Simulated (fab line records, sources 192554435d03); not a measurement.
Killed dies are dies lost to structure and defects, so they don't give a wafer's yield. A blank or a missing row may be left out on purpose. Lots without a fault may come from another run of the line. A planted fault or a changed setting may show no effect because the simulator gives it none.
One fault seen from 2 desks | flow n5_finfet | each desk has only its own numbers; what lay behind them comes last

THE TOOL OWNER'S DESK: euv_scanner-01
The tool's own readings at N5_BEOL_M1_EXPOSE_08 (exposes mask M1): means of the sampled wafers that have a number, for each lot that ran on this tool. A lot is out of limits, marked OUT, if its mean lies more than 4 standard deviations from the usual mean; the brackets give that distance.
Columns: A = exposure_dose_mJ_cm2 at N5_BEOL_M1_EXPOSE_08, usual 32.98
lot  | first seen here | A
L646 | day 6 08:04     | 32.97
L647 | day 6 16:59     | 32.93
L656 | day 9 06:11     | 31.53 (-28) OUT
L657 | day 9 10:10     | 32.11 (-17) OUT
This desk's finding: out of limits on L656, L657; first on L656, day 9 06:11 (exposure_dose_mJ_cm2 at N5_BEOL_M1_EXPOSE_08). In limits: L646, L647.

THE METROLOGY DESK
What the gauges read, lot by lot, whatever tool the lot ran on: means of the sampled wafers that have a number. A lot is out of limits, marked OUT, if its mean lies more than 4 standard deviations from the usual mean; the brackets give that distance. Of its 12 readings 7 are shown: those that lie furthest out on some lot.
Columns: A = M0_RS at N5_BEOL_M0_RS_MEAS_126, usual 0.532 ohm/sq; B = cd_nm at N5_BEOL_M1_CD_MEAS_11, usual 17.00 nm; C = ION_N at N5_BEOL_M4_RC_MEAS_101, usual 681 uA/um; D = ION_P at N5_BEOL_M4_RC_MEAS_101, usual 469 uA/um; E = SS_N at N5_BEOL_M4_RC_MEAS_101, usual 71.7 mV/dec; F = SS_P at N5_BEOL_M4_RC_MEAS_101, usual 73.6 mV/dec; G = VT_P at N5_BEOL_M4_RC_MEAS_101, usual -248 mV
lot  | first seen here | A     | B     | C   | D   | E    | F    | G
L646 | day 6 06:52     | 0.506 | 17.09 | 667 | 460 | 71.3 | 73.2 | -250
L647 | day 6 15:28     | 0.522 | 17.09 | 686 | 476 | 72.7 | 74.5 | -244
L649 | day 7 06:58     | 0.543 | 16.86 | 681 | 476 | 72.2 | 74.0 | -244
L656 | day 9 05:23     | 0.503 | 16.19 | 681 | 472 | 71.8 | 73.6 | -248
L657 | day 9 07:35     | 0.525 | 16.64 | 681 | 465 | 72.1 | 73.8 | -248
L661 | day 10 07:54    | 0.537 | 16.86 | 687 | 470 | 71.8 | 74.2 | -243
L662 | day 10 09:35    | 0.526 | 17.35 | 661 | 457 | 71.3 | 73.5 | -251
L665 | day 10 22:15    | 0.561 | 17.05 | 681 | 470 | 71.1 | 73.2 | -249
L668 | day 11 17:58    | 0.538 | 17.12 | 676 | 465 | 72.2 | 73.3 | -248
This desk's finding: nothing out of limits on any of the 9 lots.

PUT TOGETHER
The tool owner's desk could have raised an alarm at day 9 06:11, on L656, L657.
The metrology desk saw nothing out of limits.
The metrology desk has L656, L657 on record, within its limits.
Of the lots named, all ran N5_BEOL_M1_EXPOSE_08 on euv_scanner-01.

WHAT THE SIMULATOR HAD PUT IN
Process parameter drift: euv_scanner-01, from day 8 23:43 on, at N5_BEOL_M1_EXPOSE_08. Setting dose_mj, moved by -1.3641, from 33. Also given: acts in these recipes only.
Lots struck among those shown: L656, L657.
Hours from the fault's start to each desk's first reading out of limits: the tool owner's desk, 6.
